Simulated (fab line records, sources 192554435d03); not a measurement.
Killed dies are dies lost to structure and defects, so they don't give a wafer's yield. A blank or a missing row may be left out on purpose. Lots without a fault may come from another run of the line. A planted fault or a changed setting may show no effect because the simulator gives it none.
Chamber matching | flow n5_finfet | N5_BEOL_M12_VIA_ETCH_16 on rie_diel-02: 4 sister chambers
The step etches SiOC in C4F8/O2/Ar, target depth 724.8 nm. 20 wafers are shown with their chamber, then 10 later ones without.

WAFERS WITH THEIR CHAMBER
wafer  | chamber | drypump_motor_current_A (A) | showerhead_plenum_p_Torr (Torr) | throttle_valve_pct (%)
L074.4 | 1       | 5.7                         | 3.51                            | 24.38
L074.5 | 0       | 5.2                         | 3.59                            | 24.16
L074.6 | 3       | 5.8                         | 3.40                            | 24.29
L076.2 | 1       | 5.7                         | 3.51                            | 24.38
L076.4 | 3       | 5.9                         | 3.40                            | 24.30
L076.6 | 0       | 5.2                         | 3.59                            | 24.16
L081.2 | 1       | 5.7                         | 3.50                            | 24.40
L081.4 | 0       | 5.2                         | 3.58                            | 24.19
L081.6 | 0       | 5.2                         | 3.58                            | 24.19
L084.2 | 3       | 5.9                         | 3.39                            | 24.32
L084.4 | 1       | 5.7                         | 3.50                            | 24.40
L084.5 | 2       | 5.4                         | 3.50                            | 24.02
L086.4 | 1       | 5.7                         | 3.49                            | 24.42
L086.5 | 3       | 5.9                         | 3.38                            | 24.33
L086.6 | 2       | 5.4                         | 3.49                            | 24.04
L088.1 | 3       | 5.9                         | 3.38                            | 24.35
L088.2 | 0       | 5.2                         | 3.57                            | 24.21
L088.6 | 0       | 5.2                         | 3.57                            | 24.20
L093.1 | 0       | 5.2                         | 3.57                            | 24.22
L093.3 | 3       | 5.9                         | 3.38                            | 24.37

SIGNATURES (means of the wafers above)
reading                  | chamber 0 | chamber 1 | chamber 2 | chamber 3 | scatter within a chamber
drypump_motor_current_A  | 5.200     | 5.700     | 5.400     | 5.883     | 0.0228
showerhead_plenum_p_Torr | 3.5786    | 3.5020    | 3.4950    | 3.3883    | 0.00901
throttle_valve_pct       | 24.1900   | 24.3960   | 24.0300   | 24.3267   | 0.0238
Rule: a wafer's distance from a chamber is the root of the sum, over the readings, of the square of ((its reading less the chamber's mean) divided by the reading's scatter). The wafer belongs to the nearest chamber; if the next one is less than 2 further off, it can't be placed. The scatter: the root of (the sum of the squares of (reading less its chamber's mean) over the shown wafers, divided by (wafers less chambers)).

WAFERS WITHOUT THEIR CHAMBER
wafer  | drypump_motor_current_A (A) | showerhead_plenum_p_Torr (Torr) | throttle_valve_pct (%)
L093.5 | 5.9                         | 3.38                            | 24.35
L094.1 | 5.7                         | 3.49                            | 24.05
L094.2 | 5.3                         | 3.57                            | 24.21
L094.5 | 5.7                         | 3.49                            | 24.02
L095.3 | 5.9                         | 3.37                            | 24.38
L095.5 | 5.9                         | 3.37                            | 24.39
L095.6 | 5.2                         | 3.56                            | 24.23
L097.2 | 5.8                         | 3.37                            | 24.39
L097.3 | 5.7                         | 3.49                            | 24.05
L097.4 | 5.2                         | 3.56                            | 24.23

WHICH CHAMBER EACH WENT THROUGH
wafer  | from the rows above     | in truth
L093.5 | 3                       | 3
L094.1 | can't be placed: 2 or 1 | 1
L094.2 | 0                       | 0
L094.5 | 2                       | 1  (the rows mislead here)
L095.3 | 3                       | 3
L095.5 | 3                       | 3
L095.6 | 0                       | 0
L097.2 | 3                       | 3
L097.3 | can't be placed: 2 or 1 | 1
L097.4 | 0                       | 0
Placed correctly: 7 of 10. Can't be placed from these rows: 2 (the true chamber is among the candidates in 2). Placed wrongly: 1.
